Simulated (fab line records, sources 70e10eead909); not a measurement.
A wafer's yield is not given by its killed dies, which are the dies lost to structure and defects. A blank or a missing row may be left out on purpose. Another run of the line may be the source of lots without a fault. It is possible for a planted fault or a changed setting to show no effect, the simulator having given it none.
fab line records	flow nand_harc
record: lots: 6	wafers: 18	last_day: 33
route steps=1302 shown THIN_TSV@1256 END@1302
lots with no fault: from the same line, run without faults
start_h: the number of hours between the record's first day and the start of the first shown wafer of the lot	wait_h: how many hours have passed since the lot's step before this one	" as in the row above	L1.1+2: a single row standing in for several wafers	- either no value or no given start	* or withheld: withheld	< > ~ a bound
route shown NAME@n: names a module that has steps shown in the file, with the first one's number in the route	usual: mean and standard deviation over wafers with no fault	same: alike in all rows	chamber/n: place in a boat	sites: per-site readings	_std_site: how widely they spread, as a standard deviation	_edge_site: inner sites' mean taken away from outer sites' mean	radius_mm: how far each site lies from the wafer's centre	mask NAME#n: copy n	behind: tool/chamber where the wafer was last shaped	hold: what put the lot on hold/how long, in hours/how the hold closed	device: names the non-switching transistor (n, p or np)	end of line: the route-end tests of the same wafers	where a step has no rows: the recipe by itself	killed: at the first sort, the dies lost to defects and structure; wafer yield is something else	map: dies across one wafer; x = killed, . = not, _ = none there
set.NAME: the setting as run; set.NAME@STEP: as run at that earlier step	model.NAME: the simulator's own value behind a step, which no gauge read
lots seen at some steps along the route; tables by step, rows by wafer
services: the hour from which a tool's chamber was out of use, counted from the record's first day as start_h (under 0 if before that day), plus the number of hours and why
== steps ==
step: NHARC_THIN_TSV_EXPOSE_09
recipe: na: 0.55	dose_mj: 30.7	mask_id: TSV
step: NHARC_THIN_TSV_PEB_10
recipe: peb_temp_c: 118	peb_time_s: 85
step: NHARC_THIN_TSV_DEVELOP_11
recipe: time_s: 70
step: NHARC_THIN_TSV_CD_MEAS_12
recipe: target_cd_nm: 1000	landing_energy_ev: 500
usual: cd_nm: 999.5/1.4
lot.wafer	tool	chamber	start_h	wait_h	cd_nm
L814.1	cd_sem-01	0	647.90	-	1001.6
L814.2	"	0	"	"	998.2
L814.6	"	0	"	"	1000.4
L816.2	cd_sem-02	0	662.28	-	1000.6
L816.3	"	0	"	"	1000.6
L816.6	"	0	"	"	999.2
L819.2	cd_sem-01	0	679.13	-	1000.9
L819.3	"	0	"	"	1001.4
L819.5	"	0	"	"	1002.2
L818.3	cd_sem-03	0	680.33	-	998.5
L818.5	"	0	"	"	998.5
L818.6	"	0	"	"	997.8
L827.1	cd_sem-02	0	757.01	-	997.9
L827.3	"	0	"	"	997.4
L827.4	"	0	"	"	999.0
L826.1	cd_sem-03	0	777.55	-	999.4
L826.3	"	0	"	"	1001.1
L826.5	"	0	"	"	999.5
step: NHARC_THIN_TSV_HARDBAKE_13
recipe: temp_c: 125	time_s: 80
step: NHARC_THIN_TSV_DESCUM_14
recipe: time_s: 3	o2_flow_sccm: 200	ar_flow_sccm: 0	bias_power_w: 0	chemistry: O2
usual: drypump_motor_current_A: 5.7/0.46	oes_product_au: 1.001/0.0078	rf_vpp_V: 57.7/0.97	showerhead_plenum_p_Torr: 1.89/0.072	throttle_valve_pct: 11.311/0.0085
same: bias_power_w: 0
lot.wafer	tool	chamber	start_h	wait_h	drypump_motor_current_A	oes_product_au	rf_hours_counter_h	rf_vpp_V	showerhead_plenum_p_Torr	throttle_valve_pct
L814.1	rie_diel-12	2	648.06	-	5.4	0.992	0.1	58.5	1.97	11.290
L814.2	"	0	"	"	5.3	1.008	0.2	57.7	1.98	11.317
L814.6	"	3	"	"	5.3	1.013	-	57.5	2.03	11.302
L816.3	rie_diel-08	2	662.43	-	6.0	1.000	7.1	56.5	1.91	11.308
L816.2	"	0	"	"	5.1	1.002	7.4	56.1	1.94	11.309
L816.6	"	2	"	"	6.0	0.998	-	58.2	1.91	11.303
L819.3	rie_diel-12	3	679.29	-	5.3	1.008	2.1	59.4	2.03	11.329
L819.2	"	0	"	"	5.2	1.007	2.1	59.1	1.98	11.301
L819.5	"	0	"	"	5.3	1.014	-	59.7	1.98	11.304
L818.3	rie_diel-08	1	680.52	-	5.7	1.005	7.8	55.9	1.78	11.310
L818.5	"	2	"	"	6.0	1.003	-	57.0	1.91	11.312
L818.6	"	3	"	"	5.6	1.006	-	56.4	1.87	11.313
L827.1	rie_diel-09	1	757.18	-	5.8	0.993	2.9	57.3	1.85	11.315
L827.4	"	2	"	"	5.2	0.997	2.9	57.3	1.84	11.327
L827.3	"	3	"	"	6.5	0.993	2.1	56.3	1.79	11.309
L826.1	rie_diel-08	2	777.73	-	6.0	1.007	2.7	59.1	1.91	11.327
L826.3	"	3	"	"	5.6	1.019	2.6	57.1	1.86	11.301
L826.5	"	0	"	"	5.1	1.006	-	58.4	1.93	11.322
step: NHARC_THIN_TSV_ETCH_44
recipe: target_depth_a: 15942	time_s: 797.1	cf4_flow_sccm: 150	o2_flow_sccm: 10	ar_flow_sccm: 0	rf_w: 300	bias_w: 800	chemistry: CF4/O2
usual: drypump_motor_current_A: 5.7/0.48	oes_product_au: 1.000/0.0082	rf_vpp_V: 793/4.3	showerhead_plenum_p_Torr: 1.81/0.066	throttle_valve_pct: 16.914/0.0085
lot.wafer	tool	chamber	start_h	wait_h	drypump_motor_current_A	oes_product_au	rf_hours_counter_h	rf_vpp_V	showerhead_plenum_p_Torr	throttle_valve_pct
L814.2	rie_diel-12	1	648.14	0.1	6.1	0.989	0.3	796	1.85	16.918
L814.1	"	2	"	"	5.4	1.008	0.2	796	1.88	16.909
L814.6	"	2	"	"	5.4	1.003	-	795	1.88	16.914
L816.3	rie_diel-08	3	662.52	0.1	5.6	1.010	6.4	792	1.79	16.911
L816.2	"	0	"	"	5.1	0.993	7.5	797	1.85	16.910
L816.6	"	3	"	"	5.6	1.001	-	791	1.79	16.905
L819.3	rie_diel-12	1	679.47	0.2	6.0	0.998	2.4	795	1.85	16.911
L819.2	"	3	"	"	5.3	1.002	2.2	802	1.93	16.920
L819.5	"	0	"	"	5.3	1.015	-	797	1.89	16.901
L818.3	rie_diel-08	0	680.75	0.2	5.0	0.998	9.1	797	1.85	16.922
L818.5	"	1	"	"	5.7	1.004	-	787	1.71	16.917
L818.6	"	2	"	"	6.0	0.999	-	795	1.83	16.917
L827.4	rie_diel-09	0	757.25	0.1	6.4	0.992	3.1	797	1.89	16.896
L827.3	"	2	"	"	5.1	1.002	3.0	791	1.77	16.926
L827.1	"	3	"	"	6.5	0.992	2.3	786	1.72	16.914
L826.1	rie_diel-08	0	777.91	0.2	5.1	0.996	2.7	797	1.85	16.913
L826.3	"	1	"	"	5.7	0.998	2.8	787	1.71	16.914
L826.5	"	3	"	"	5.6	1.016	-	791	1.79	16.914
step: NHARC_THIN_TSV_ETCH_15
recipe: target_depth_a: 30000	bosch_target_overetch_cycles: 2	bosch_etch_step_s: 2.8	bosch_dep_step_s: 1.2	bosch_cycles: 14
usual: drypump_motor_current_A: 5.6/0.33
lot.wafer	tool	chamber	start_h	wait_h	drypump_motor_current_A	rf_hours_counter_h
L814.2	rie_si-04	2	648.73	-	5.3	0.7
L814.1	"	3	"	"	6.1	0.7
L814.6	"	2	"	"	5.4	-
L816.2	rie_si-03	0	663.10	-	5.5	0.4
L816.3	"	2	"	"	5.6	0.4
L816.6	"	0	"	"	5.5	-
L819.3	rie_si-03	3	680.08	-	5.2	0.6
L819.2	"	0	"	"	5.5	0.5
L819.5	"	3	"	"	5.2	-
L818.3	rie_si-04	0	681.15	-	6.0	0.9
L818.6	"	0	"	"	6.0	-
L818.5	"	1	"	"	5.8	-
L827.3	rie_si-02	2	757.82	-	6.1	0.7
L827.4	"	0	"	"	5.3	0.8
L827.1	"	1	"	"	5.8	0.8
L826.1	rie_si-02	3	778.37	-	5.2	1.0
L826.3	"	1	"	"	5.8	0.9
L826.5	"	3	"	"	5.2	-
step: NHARC_THIN_TSV_CD_MEAS_16
usual: cd_nm: 999.5/1.4
lot.wafer	tool	chamber	start_h	wait_h	cd_nm
L814.1	cd_sem-02	-	648.87	0.1	1000.4
L814.2	"	-	"	"	998.1
L814.6	"	-	"	"	999.9
L816.2	cd_sem-02	-	663.24	0.1	1000.8
L816.3	"	-	"	"	1000.8
L816.6	"	-	"	"	999.4
L819.2	cd_sem-02	-	680.22	0.1	1000.9
L819.3	"	-	"	"	1001.9
L819.5	"	-	"	"	1002.1
L818.3	cd_sem-01	-	681.30	0.1	998.0
L818.5	"	-	"	"	998.5
L818.6	"	-	"	"	997.8
L827.1	cd_sem-02	-	757.97	0.1	997.7
L827.3	"	-	"	"	997.6
L827.4	"	-	"	"	998.9
L826.1	cd_sem-02	-	778.54	0.1	999.5
L826.3	"	-	"	"	1001.1
L826.5	"	-	"	"	999.8
step: NHARC_THIN_TSV_STRIP_45
recipe: power_w: 1500	temp_c: 250	chemistry: O2
step: NHARC_THIN_TSV_STRIP_46
recipe: time_s: 1200	temp_c: 72.5	chemistry: post_etch_residue_remover
step: NHARC_THIN_TSV_DEP_47
recipe: target_thk_a: 2000	temp_c: withheld	pressure_torr: 6.5	rf_w: 900	teos_flow_sccm: 161.4	flow_sccm: 2650	target_thk_nm: 200	gas: O2	material: SiO2
usual: chamber_pressure_Torr: 6.498/0.014	throttle_valve_pct: 15.8/0.62
lot.wafer	tool	chamber	start_h	wait_h	chamber_pressure_Torr	throttle_valve_pct
L814.2	pecvd-01	1	649.81	-	6.499	16.7
L814.1	"	2	"	"	6.517	15.8
L814.6	"	1	"	"	6.517	16.6
L816.3	pecvd-02	1	664.18	-	6.500	16.0
L816.2	"	2	"	"	6.501	16.7
L816.6	"	0	"	"	6.498	15.7
L819.3	pecvd-02	2	681.14	-	6.523	16.5
L819.2	"	0	"	"	6.481	15.5
L819.5	"	1	"	"	6.487	16.1
L818.3	pecvd-03	0	682.27	-	6.506	15.8
L818.5	"	1	"	"	6.501	14.9
L818.6	"	2	"	"	6.484	15.8
L827.1	pecvd-01	2	758.84	-	6.515	15.6
L827.3	"	0	"	"	6.515	15.3
L827.4	"	2	"	"	6.500	15.5
L826.1	pecvd-01	2	779.49	-	6.485	15.6
L826.3	"	1	"	"	6.529	17.0
L826.5	"	1	"	"	6.532	16.8
step: NHARC_THIN_TSV_ETCHBACK_48
recipe: target_depth_a: 10285	over_etch_frac: 0.3	time_s: 405.17	ion_energy_ev: 250	c4f8_flow_sccm: withheld	ar_flow_sccm: withheld	rf_w: 600	bias_w: 300	chemistry: C4F8/Ar
usual: oes_product_au: 0.946/0.03	rf_vpp_V: 546/3.2
same: over_etch_frac: 0.3
lot.wafer	tool	chamber	start_h	wait_h	oes_product_au	rf_hours_counter_h	rf_vpp_V
L814.1	rie_diel-09	3	650.24	-	0.902	8.5	541
L814.2	"	0	"	"	1.103	8.5	548
L814.6	"	2	"	"	0.926	-	545
L816.2	rie_diel-09	0	664.58	-	1.115	9.4	551
L816.3	"	1	"	"	0.926	8.5	545
L816.6	"	1	"	"	0.926	-	546
L819.3	rie_diel-08	3	681.50	-	0.937	7.8	546
L819.2	"	0	"	"	0.913	9.3	547
L819.5	"	0	"	"	0.923	-	548
L818.3	rie_diel-12	0	682.57	-	0.983	3.1	549
L818.6	"	0	"	"	0.978	-	550
L818.5	"	1	"	"	0.976	-	547
L827.4	rie_diel-12	0	759.28	-	0.936	7.0	549
L827.3	"	1	"	"	0.924	7.9	549
L827.1	"	2	"	"	0.973	5.9	549
L826.1	rie_diel-09	1	779.89	-	0.986	4.2	545
L826.3	"	3	"	"	0.998	3.2	543
L826.5	"	1	"	"	0.998	-	544
step: NHARC_THIN_TSV_STRIP_62
recipe: power_w: 1500	temp_c: 250	time_s: 20	chemistry: N2/H2
usual: drypump_motor_current_A: 5.9/0.66	heater_power_w: 355/48
lot.wafer	tool	chamber	start_h	wait_h	drypump_motor_current_A	heater_power_w	rf_hours_counter_h
L814.2	plasma_asher-01	1	650.53	-	6.5	365	21
L814.1	"	0	"	"	6.5	286	21
L814.6	"	1	"	"	6.5	361	-
L816.2	plasma_asher-01	0	664.94	-	6.5	279	26
L816.3	"	0	"	"	6.5	285	-
L816.6	"	1	"	"	6.5	371	-
L819.2	plasma_asher-01	0	681.87	-	6.5	292	30
L819.3	"	0	"	"	6.5	289	-
L819.5	"	1	"	"	6.5	373	-
L818.3	plasma_asher-01	1	683.00	-	6.5	367	-
L818.5	"	0	"	"	6.5	297	-
L818.6	"	1	"	"	6.5	366	-
L827.1	plasma_asher-02	1	759.61	-	4.9	331	19
L827.3	"	1	"	"	4.9	329	-
L827.4	"	0	"	"	5.9	407	-
L826.1	plasma_asher-02	1	780.24	-	4.9	340	22
L826.3	"	1	"	"	4.9	335	-
L826.5	"	1	"	"	4.9	329	-
step: NHARC_END_SORT_01
recipe: temp_c: 25
usual: defect_limited_yield: 91.9/2.2	killed_at_array: 50/14	killed_at_other: 0.9/1	killed_at_periphery: 3.9/2.5	killed_dies: 55/15	killed_open: 3.5/1.9	killed_short: 2.5/1.7	sort_bin_2_pct: 3.0/1.1	sort_bin_3_pct: 0.6/0.33	sort_bin_4_pct: 4.6/1.1	sort_n_pass: 622/15	sort_rim_yield_pct: 90/3.8	sort_yield_pct: 91.9/2.2
same: gross_dies: 677	sort_bin_5_pct[%]: 0	sort_bin_6_pct[%]: 0	sort_bin_7_pct[%]: 0	sort_bin_8_pct[%]: 0	sort_rim_n_gross: 106.00
lot.wafer	tool	chamber	start_h	wait_h	defect_limited_yield[%]	killed_at_array	killed_at_other	killed_at_periphery	killed_dies	killed_open	killed_short	sort_bin_2_pct[%]	sort_bin_3_pct[%]	sort_bin_4_pct[%]	sort_n_pass	sort_rim_yield_pct[%]	sort_yield_pct[%]
L814.1	prober-01	0	663.66	2.5	94.5	34	0	3	37	4	0	1.0	0.6	3.8	640	90	94.5
L814.2	prober-01	0	664.47	2.8	91.3	54	0	5	59	1	2	3.4	0.3	5.0	618	94	91.3
L814.6	prober-01	0	667.73	4.1	90.1	62	0	5	67	3	2	3.0	0.7	6.2	610	91	90.1
L816.2	prober-01	0	680.10	2.8	93.1	40	0	7	47	6	3	2.8	0	4.1	630	83	93.1
L816.3	prober-01	0	680.91	3.1	92.0	49	0	5	54	4	3	3.0	0.7	4.3	623	84	92.0
L816.6	prober-01	0	683.33	4.0	92.5	45	0	6	51	5	2	2.8	0.1	4.6	626	88	92.5
L819.2	prober-02	0	695.00	2.8	93.5	40	0	4	44	2	2	1.9	0.3	4.3	633	92	93.5
L819.3	prober-02	0	695.78	3.1	90.8	54	0	8	62	1	4	2.8	0.6	5.8	615	86	90.8
L819.5	prober-02	0	697.36	3.6	93.5	42	0	2	44	2	1	2.4	0.6	3.5	633	94	93.5
L818.3	prober-01	0	695.87	3.1	92.2	50	1	2	53	2	4	2.7	0.9	4.3	624	92	92.2
L818.5	prober-01	0	697.48	3.7	90.7	58	0	5	63	5	1	3.8	0.3	5.2	614	82	90.7
L818.6	prober-01	0	698.28	4.0	91.4	55	1	2	58	2	2	3.1	0.4	5.0	619	92	91.4
L827.1	prober-02	0	775.88	2.5	86.9	81	0	8	89	7	2	5.3	0.9	6.9	588	89	86.9
L827.3	prober-02	0	777.50	3.1	88.0	76	1	4	81	3	1	4.9	0.7	6.4	596	86	88.0
L827.4	prober-02	0	778.30	3.4	90.8	57	0	5	62	4	2	3.8	0.7	4.6	615	92	90.8
L826.1	prober-02	0	797.98	2.5	88.5	75	1	2	78	5	1	6.2	0.3	5.0	599	92	88.5
L826.3	prober-02	0	799.57	3.1	89.5	68	0	3	71	3	3	4.0	0.4	6.1	606	88	89.5
L826.5	prober-02	0	801.16	3.7	92.6	50	0	0	50	2	1	2.5	0.9	4.0	627	93	92.6
killed by level:class
L814.1 A_CHANNEL_HOLE_D1:chamber_film_flake=13 A_CHANNEL_HOLE_D2:chamber_film_flake=10 A_CONTACT:chamber_film_flake=3 P_M2:chamber_film_flake=2 A_SLIT:chamber_film_flake=2 A_CHANNEL_FILL_D1:geometric_particle:open=1 A_ONON_D2:geometric_particle:open=1 A_WL_FILL:geometric_particle:open=1
L814.2 A_CHANNEL_HOLE_D1:chamber_film_flake=30 A_CHANNEL_HOLE_D2:chamber_film_flake=9 P_M2:chamber_film_flake=4 A_STAIRCASE:chamber_film_flake=3 A_CONTACT:chamber_film_flake=3 A_DECK1_JOINT:chamber_film_flake=2 A_CHANNEL_FILL_D2:chamber_film_flake=2 A_CHANNEL_FILL_D1:geometric_particle:short=1
L814.6 A_CHANNEL_HOLE_D1:chamber_film_flake=37 A_CHANNEL_HOLE_D2:chamber_film_flake=11 A_CONTACT:chamber_film_flake=5 P_ZERO_WELL:chamber_film_flake=2 P_M2:chamber_film_flake=2 A_CHANNEL_FILL_D2:chamber_film_flake=2 A_STAIRCASE:chamber_film_flake=2 P_CONTACT:geometric_particle:open=1
L816.2 A_CHANNEL_HOLE_D1:chamber_film_flake=15 A_CHANNEL_HOLE_D2:chamber_film_flake=7 A_SGD_CUT:chamber_film_flake=5 A_CONTACT:chamber_film_flake=3 P_GATE:chamber_film_flake=2 P_BONDPAD:chamber_film_flake=2 A_WL_FILL:chamber_film_flake=2 P_CONTACT:geometric_particle:short=1
L816.3 A_CHANNEL_HOLE_D1:chamber_film_flake=17 A_CHANNEL_HOLE_D2:chamber_film_flake=12 A_SGD_CUT:chamber_film_flake=6 A_CONTACT:chamber_film_flake=4 P_GATE:chamber_film_flake=3 A_WL_FILL:geometric_particle:open=2 P_BONDPAD:chamber_film_flake=2 A_STAIRCASE:chamber_film_flake=2
L816.6 A_CHANNEL_HOLE_D1:chamber_film_flake=15 A_CHANNEL_HOLE_D2:chamber_film_flake=12 A_SGD_CUT:chamber_film_flake=5 P_BONDPAD:chamber_film_flake=3 A_ZERO_WELL:chamber_film_flake=2 A_CONTACT:chamber_film_flake=2 P_M0:geometric_particle:open=1 P_M2:geometric_particle:open=1
L819.2 A_SLIT:chamber_film_flake=23 A_CHANNEL_HOLE_D1:chamber_film_flake=5 A_WL_FILL:chamber_film_flake=3 P_GATE:chamber_film_flake=2 P_M1:chamber_film_flake=2 A_CONTACT:chamber_film_flake=2 A_ONON_D1:geometric_particle:short=1 A_STAIRCASE:geometric_particle:short=1
L819.3 A_SLIT:chamber_film_flake=32 P_M1:chamber_film_flake=6 A_CHANNEL_HOLE_D1:chamber_film_flake=5 A_WL_FILL:chamber_film_flake=5 A_CONTACT:chamber_film_flake=3 A_CHANNEL_HOLE_D2:chamber_film_flake=2 A_STAIRCASE:chamber_film_flake=2 A_ONON_D1:geometric_particle:short=1
L818.3 A_CHANNEL_HOLE_D2:chamber_film_flake=23 A_CHANNEL_HOLE_D1:chamber_film_flake=12 A_STAIRCASE:chamber_film_flake=3 A_SLIT:chamber_film_flake=3 A_CONTACT:chamber_film_flake=3 A_CHANNEL_FILL_D2:geometric_particle:short=2 P_GATE:chamber_film_flake=2 A_CHANNEL_FILL_D1:geometric_particle:short=1
L819.5 A_SLIT:chamber_film_flake=23 A_CHANNEL_HOLE_D1:chamber_film_flake=5 A_WL_FILL:chamber_film_flake=4 A_CHANNEL_FILL_D2:chamber_film_flake=2 A_STAIRCASE:chamber_film_flake=2 A_ONON_D2:geometric_particle:open=1 A_WL_FILL:geometric_particle:short=1 A_M1:geometric_particle:open=1
L818.5 A_CHANNEL_HOLE_D1:chamber_film_flake=20 A_CHANNEL_HOLE_D2:chamber_film_flake=18 A_CONTACT:chamber_film_flake=8 P_GATE:chamber_film_flake=3 A_ZERO_WELL:chamber_film_flake=3 A_STAIRCASE:chamber_film_flake=3 P_M0:geometric_particle:open=1 A_ONON_D1:geometric_particle:open=1
L818.6 A_CHANNEL_HOLE_D1:chamber_film_flake=29 A_CHANNEL_HOLE_D2:chamber_film_flake=16 A_CONTACT:chamber_film_flake=4 P_GATE:chamber_film_flake=2 A_SOURCE_PLATE:geometric_particle:open=1 A_SGD_CUT:geometric_particle:short=1 A_WL_FILL:geometric_particle:short=1 A_CONTACT:geometric_particle:open=1
L827.1 A_CHANNEL_HOLE_D2:chamber_film_flake=27 A_SLIT:chamber_film_flake=26 A_CHANNEL_HOLE_D1:chamber_film_flake=11 P_BONDPAD:chamber_film_flake=5 A_WL_FILL:chamber_film_flake=4 A_SGD_CUT:geometric_particle:open=2 P_STI:chamber_film_flake=2 A_STAIRCASE:chamber_film_flake=2
L827.3 A_SLIT:chamber_film_flake=24 A_CHANNEL_HOLE_D2:chamber_film_flake=23 A_CHANNEL_HOLE_D1:chamber_film_flake=13 A_STAIRCASE:chamber_film_flake=6 P_BONDPAD:chamber_film_flake=3 A_CONTACT:chamber_film_flake=3 A_BLC:geometric_particle:open=2 A_CHANNEL_FILL_D1:geometric_particle:short=1
L827.4 A_SLIT:chamber_film_flake=20 A_CHANNEL_HOLE_D1:chamber_film_flake=17 A_CHANNEL_HOLE_D2:chamber_film_flake=12 A_DECK1_JOINT:geometric_particle:open=2 P_BONDPAD:chamber_film_flake=2 A_STAIRCASE:chamber_film_flake=2 P_CONTACT:geometric_particle:open=1 P_M0:geometric_particle:short=1
L826.1 A_CHANNEL_HOLE_D2:chamber_film_flake=30 A_SLIT:chamber_film_flake=29 A_CONTACT:chamber_film_flake=6 A_CHANNEL_FILL_D1:geometric_particle:open=2 A_M0:geometric_particle:open=2 A_ONON_D2:geometric_particle:open=1 A_WL_FILL:geometric_particle:short=1 P_ZERO_WELL:chamber_film_flake=1
L826.3 A_SLIT:chamber_film_flake=29 A_CHANNEL_HOLE_D2:chamber_film_flake=28 A_CONTACT:chamber_film_flake=4 A_STAIRCASE:chamber_film_flake=2 P_M0:geometric_particle:open=1 A_SOURCE_PLATE:geometric_particle:short=1 A_ONON_D1:geometric_particle:short=1 A_DECK1_JOINT:geometric_particle:short=1
L826.5 A_CHANNEL_HOLE_D2:chamber_film_flake=23 A_SLIT:chamber_film_flake=20 A_STAIRCASE:chamber_film_flake=2 A_CHANNEL_FILL_D1:geometric_particle:open=1 A_WL_FILL:geometric_particle:short=1 A_WL_FILL:geometric_particle:open=1 A_CHANNEL_HOLE_D1:chamber_film_flake=1 A_CONTACT:chamber_film_flake=1
== services ==
tool	chamber	start_h	hours	kind
rie_si-02	-	631.00	9.0	pm
rie_diel-08	1	633.67	10.1	repair
rie_si-03	3	638.78	3.4	repair
rie_diel-08	1	644.34	4.9	repair
rie_diel-08	3	653.73	4.9	repair
plasma_asher-02	-	657.99	9.0	pm
rie_si-04	-	658.32	0.2	repair
rie_diel-12	2	659.92	20.8	repair
pecvd-01	-	673.72	13.0	pm
rie_diel-09	-	674.10	9.0	pm
rie_diel-09	1	689.60	4.8	repair
rie_diel-12	0	690.88	4.6	repair
rie_si-04	-	696.00	9.0	pm
plasma_asher-01	-	696.34	9.0	pm
rie_si-03	1	699.57	5.5	repair
rie_si-02	1	706.64	0.9	repair
rie_diel-09	3	711.74	15.8	repair
rie_diel-08	-	721.84	9.0	pm
pecvd-01	-	729.02	0.4	repair
rie_diel-09	2	739.78	3.5	repair
rie_si-03	0	742.14	6.1	repair
rie_si-03	-	752.00	9.0	pm
rie_diel-08	-	760.46	0.2	repair
rie_si-02	2	769.23	13.9	repair
== key ==
first_sign: step: NHARC_THIN_TSV_ETCHBACK_48	reading: oes_product_au	direction: up	sigmas: 5.5	usual: 0.946	struck: 1.109
effect none on later readings
met_at NHARC_THIN_TSV_ETCHBACK_48
struck_wafers L814.2,L816.2
fault: kind: process_parameter_drift	tool: rie_diel-09	chamber: -	onset_h: 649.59	steps: NHARC_THIN_TSV_ETCHBACK_48	channel: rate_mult	offset: 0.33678	shape: step	end_h: 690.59	scope: struck_wafers_only
